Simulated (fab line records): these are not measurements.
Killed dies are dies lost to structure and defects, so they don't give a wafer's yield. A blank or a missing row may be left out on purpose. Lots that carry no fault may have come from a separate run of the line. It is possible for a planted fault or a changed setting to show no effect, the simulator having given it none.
Chamber matching | flow n5-finfet | 4 sister chambers for N5_FIN_SAQP_DESCUM_21 on rie-diel-05
The step chemistry O2, time 7.9 s. 27 wafers are shown with their chamber, then 12 later ones without.

== WAFERS, EACH WITH ITS CHAMBER ==
wafer  | chamber | showerhead-plenum-p-Torr (Torr) | drypump-motor-current-A (A) | throttle-valve-pct (%)
L077.1 | 1       | 2.11                            | 6.6                         | 20.22
L077.2 | 2       | 2.18                            | 6.0                         | 20.70
L077.3 | 0       | 2.23                            | 5.7                         | 20.44
L077.4 | 3       | 2.04                            | 6.0                         | 20.55
L077.5 | 3       | 2.04                            | 5.9                         | 20.53
L077.6 | 0       | 2.23                            | 5.7                         | 20.44
L078.1 | 1       | 2.11                            | 6.6                         | 20.21
L078.4 | 2       | 2.18                            | 6.1                         | 20.70
L078.6 | 0       | 2.22                            | 5.7                         | 20.43
L079.1 | 1       | 2.11                            | 6.6                         | 20.22
L079.3 | 3       | 2.04                            | 6.0                         | 20.56
L079.5 | 1       | 2.11                            | 6.6                         | 20.22
L081.2 | 1       | 2.11                            | 6.6                         | 20.23
L081.5 | 1       | 2.11                            | 6.6                         | 20.23
L081.6 | 2       | 2.18                            | 6.0                         | 20.74
L085.2 | 1       | 2.11                            | 6.6                         | 20.25
L085.3 | 0       | 2.22                            | 5.7                         | 20.48
L085.4 | 3       | 2.04                            | 6.0                         | 20.56
L086.1 | 0       | 2.22                            | 5.7                         | 20.48
L086.2 | 3       | 2.03                            | 6.0                         | 20.55
L086.3 | 1       | 2.11                            | 6.6                         | 20.24
L086.4 | 2       | 2.18                            | 6.1                         | 20.73
L086.5 | 1       | 2.11                            | 6.6                         | 20.25
L086.6 | 2       | 2.18                            | 6.1                         | 20.71
L087.1 | 2       | 2.18                            | 6.1                         | 20.73
L087.4 | 1       | 2.11                            | 6.6                         | 20.24
L087.6 | 0       | 2.22                            | 5.7                         | 20.46

SIGNATURES (averages over the wafers above)
reading                  | chamber 0 | chamber 1 | chamber 2 | chamber 3 | scatter within a chamber
showerhead-plenum-p-Torr | 2.2233    | 2.1100    | 2.1800    | 2.0380    | 0.00305
drypump-motor-current-A  | 5.700     | 6.600     | 6.067     | 5.980     | 0.0305
throttle-valve-pct       | 20.4550   | 20.2310   | 20.7183   | 20.5500   | 0.0163
Rule: for a wafer and a chamber, the distance is found by dividing, reading by reading, the gap between the wafer's reading and the chamber's mean by the reading's scatter, squaring, summing and taking the root. If the next closest chamber is less than 2 further off than the closest, the wafer can't be placed; otherwise it belongs to the closest. The scatter: take each reading less its chamber's mean, square it, sum over the shown wafers, divide by the number of wafers less the number of chambers, and take the root.

== WAFERS WITH NO CHAMBER GIVEN ==
wafer  | showerhead-plenum-p-Torr (Torr) | drypump-motor-current-A (A) | throttle-valve-pct (%)
L088.1 | 2.03                            | 6.0                         | 20.57
L088.2 | 2.10                            | 6.6                         | 20.25
L088.4 | 2.22                            | 5.7                         | 20.49
L090.1 | 2.03                            | 6.0                         | 20.59
L090.2 | 2.10                            | 6.6                         | 20.27
L090.3 | 2.21                            | 5.7                         | 20.47
L090.4 | 2.17                            | 6.1                         | 20.75
L090.5 | 2.10                            | 6.6                         | 20.26
L090.6 | 2.17                            | 6.1                         | 20.75
L096.2 | 2.21                            | 5.7                         | 20.49
L096.3 | 2.03                            | 6.0                         | 20.59
L096.6 | 2.21                            | 5.7                         | 20.50

== CHAMBER TAKEN BY EACH ==
wafer  | from the rows above | in truth
L088.1 | 3                   | 3
L088.2 | 1                   | 1
L088.4 | 0                   | 0
L090.1 | 3                   | 3
L090.2 | 1                   | 1
L090.3 | 0                   | 0
L090.4 | 2                   | 2
L090.5 | 1                   | 1
L090.6 | 2                   | 2
L096.2 | 0                   | 0
L096.3 | 3                   | 3
L096.6 | 0                   | 0
Correct placement for 12 of the 12. Left unplaced by these rows: 0. Wrongly placed: 0.
